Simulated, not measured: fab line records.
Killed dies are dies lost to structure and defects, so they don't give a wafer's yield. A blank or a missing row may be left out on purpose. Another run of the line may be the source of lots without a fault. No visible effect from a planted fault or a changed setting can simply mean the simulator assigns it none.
A lot that was struck, set against a sound lot    flow n5-finfet    37 steps out of a route of 1938
Sound: wafers L359.3, L359.4, L359.5. Wafers L358.1, L358.2, L358.6 were the ones struck. The cause is given at the end.
At each step with rows: each side's tool, then ch and its chambers, then its first start. Under that, the readings that differ: sound wafers    struck wafers    difference of the means    sigmas: that difference in standard deviations of wafers without a fault.
alike: a reading whose means differ by less than 2 such deviations, as well as words and numbers matching on both sides. not compared: withheld readings; readings where some wafer has no value; bounds like >300 that might hide an equal value; numbers whose values overlap and for which the record gives no deviation.
The two part at a step that has a row with sigmas, a row that says differs or no value, or rows on one side only. Numbers that don't overlap but have no deviation are shown without sigmas and don't part them. Lack of a reading on every wafer of one side parts them only where that side has two or more wafers.

first, 9 steps without rows for these wafers: N5_BEOL_M6_DESCUM_33 (chemistry O2, time 7 s); N5_BEOL_M6_ETCH_72 (etches underlayer in N2/H2, target depth 6.5 nm, time 5.2 s); N5_BEOL_M6_ETCH_65 (etches SiARC in CF4, target depth 15.6 nm, time 26 s); N5_BEOL_M6_ETCH_66 (etches SOC in N2/H2, target depth 80 nm, overetch 16 nm, time 120 s); N5_BEOL_M6_STRIP_69 (strips in N2/H2); N5_BEOL_M6_STRIP_73 (strips in N2/H2); N5_BEOL_M6_VIA_ETCH_34 (etches SiCOH lowk in C4F6/O2, target depth 126.3 nm, time 50.9 s); N5_BEOL_M6_STRIP_76 (strips in C4F6/O2); N5_BEOL_M6_STRIP_36 (strips in N2/H2).
N5_BEOL_M6_TRENCH_ETCH_37: etches SiCOH lowk in C4F6/O2, target depth 94.435 nm, time 31.5 s.
  sound on rie-diel-05 ch 1,2,3, day 13 18:10; struck on rie-diel-03 ch 1,2,3, day 13 12:59
reading                              sound              struck             difference  sigmas
oes_f_703_au (a.u.)                  0.70 0.83 0.71     1.02 0.96 1.14     +0.29       +4
oes_o_777_au (a.u.)                  0.69 0.82 0.72     0.98 0.92 1.11     +0.26       +3
rf-fwd-power-W (W)                   341.8 341.4 342.7  421.6 424.6 423.3  +81.2       +54
rf-vpp-V (V)                         662 674 686        601 594 616        -70         -6
model.BEOL_M6.feature-depth-nm (nm)  94 98 96.4         103.4 104 104.6    +7.9        
model.etch.depth-nm (nm)             93.91 98 96.39     103.4 104 104.5    +7.9        
  alike: drypump-motor-current-A, oes-product-au, showerhead-plenum-p-Torr, throttle-valve-pct
  not compared: rf-hours-counter-h
then, 2 steps without rows for these wafers: N5_BEOL_M6_ETCH_41 (etches SiCN in CH3F/O2, target depth 29.7 nm, time 52 s); N5_BEOL_M6_STRIP_80 (strips in N2/H2, time 10 s).
N5_BEOL_M6_OCD_MEAS_38:
  sound: ocd-02 at day 13 18:19; struck: ocd-02 at day 13 13:08
reading               sound           struck             difference  sigmas
trench-depth-nm (nm)  93.5 97.8 96.4  103.4 103.7 105.0  +8.1        +5
then, 13 steps without rows for these wafers: N5_BEOL_M6_HM_STRIP_39 (strips TiN in peroxide tin strip, target depth 25 nm, time 158 s); N5_BEOL_M6_SRD_40 (time 30 s); N5_BEOL_M6_PRECLEAN_42 (cleans in residue remover, time 60 s); N5_BEOL_M6_SRD_43 (time 30 s); N5_BEOL_M6_CURE_75 (cures SiCOH lowk, time 120 s); N5_BEOL_M6_DEGAS_44 (time 60 s); N5_BEOL_M6_PRE_CLEAN_45 (time 30 s); N5_BEOL_M6_ALD_77 (deposits TaN, target thk 2 nm, pulse time 2 s, purge time 3 s); N5_BEOL_M6_SURFACE_TREAT_79; N5_BEOL_M6_CVD_78 (deposits Co from CCTBA/H2, target thk 2 nm, time 142.3 s); N5_BEOL_M6_SPUTTER_48 (material Cu, target thk 10 nm, time 1.667 s); N5_BEOL_M6_ECD_50 (material Cu, target thk 300 nm); N5_BEOL_M6_ANNEAL_51 (time 90 s).
N5_BEOL_M6_CMP_52: polishes, stops on SiCOH lowk, t overpolish 6.9 s, target thk 80 nm.
  sound on cmp-03 ch 2,3, day 13 20:04; struck on cmp-03 ch 1,2,3, day 13 15:01
reading                                 sound     struck          difference  sigmas
model.Cu_of_BEOL_M6_ECD_50.thk-nm (nm)  79 81 82  88.4 91.8 90.4  +9.5        
  alike: barrier-field-endpoint-s, clearing-platen-rpm, head-pressure-psi, motor-current-A, overpolish-run-s, retaining-ring-pressure-frac, time-to-endpoint-s
N5_BEOL_M6_THK_MEAS_53: measures by xrf.
  sound: film-metro-01 at day 13 20:22; struck: film-metro-02 at day 13 15:19
reading      sound           struck          difference  sigmas
M6_THK (nm)  78.8 80.6 81.8  88.0 91.5 89.9  +9.4        +5
then, 2 steps without rows for these wafers: N5_BEOL_M6_PRE_CLEAN_55 (time 15 s); N5_BEOL_M6_DEP_56 (deposits SiCN from 3MS/NH3, target thk 10 nm, time 17.5 s).
N5_BEOL_M6_RS_MEAS_57: a four-point-probe measurement.
  sound: film-metro-02 at day 13 20:30; struck: film-metro-02 at day 13 15:26
reading         sound              struck             difference  sigmas
M6_RS (ohm/sq)  0.290 0.281 0.277  0.254 0.243 0.247  -0.035      -4
then, 5 steps without rows for these wafers: N5_BEOL_M7_ILD_DEP_00 (deposits SiCOH lowk from DEMS/porogen, target thk 179.75 nm, time 33.4 s); N5_BEOL_M7_CURE_74 (cures SiCOH lowk, time 240 s); N5_BEOL_M7_PECVD_70 (deposits SiO2 from TEOS/O2, target thk 20 nm, time 22.7 s); N5_BEOL_M7_HM_DEP_02 (deposits TiN, target thk 20 nm); N5_BEOL_M7_COAT_59 (time 60 s, resist thk 100 nm).
-- record jumps: 3 days separate the struck wafers' starts on either side; left off in module BEOL_M7, taken up again in module BEOL_M15, whose first shown step is the route's number 1830 --
N5_BEOL_M15_RC_MEAS_101:
  sound on prober-02 ch 0, day 16 12:25; struck on prober-01 ch 0, day 16 12:38
reading                    sound                  struck                   difference  sigmas
COMB_M8 (S/m)              2.8e-11 4e-11 5.2e-11  3.3e-11 2.3e-11 1.7e-11  -1.6e-11    -3
SERP_M6 (ohm/um)           13.3 13.4 12.2         11.9 11.2 11.7           -1.4        -3
SERP_M6_max_site (ohm/um)  13.7 13.6 12.9         12.3 11.6 12.4           -1.3        -2
  alike: COMB_M10, COMB_M11, COMB_M11_max_site, COMB_M12, COMB_M13, COMB_M14, COMB_M15, COMB_M5, COMB_M6, COMB_M7, COMB_M8_max_site, COMB_M9, SERP_M10, SERP_M11, SERP_M12, SERP_M13, SERP_M14, SERP_M5, SERP_M7, SERP_M8, SERP_M9

== WHERE THEY PART ==
Earliest at N5_BEOL_M6_TRENCH_ETCH_37; latest, in this record, at N5_BEOL_M15_RC_MEAS_101.

WHY: the cause the simulator had injected
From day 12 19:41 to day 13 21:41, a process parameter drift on rie-diel-03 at N5_BEOL_M6_TRENCH_ETCH_37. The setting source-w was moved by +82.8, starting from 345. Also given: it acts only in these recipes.
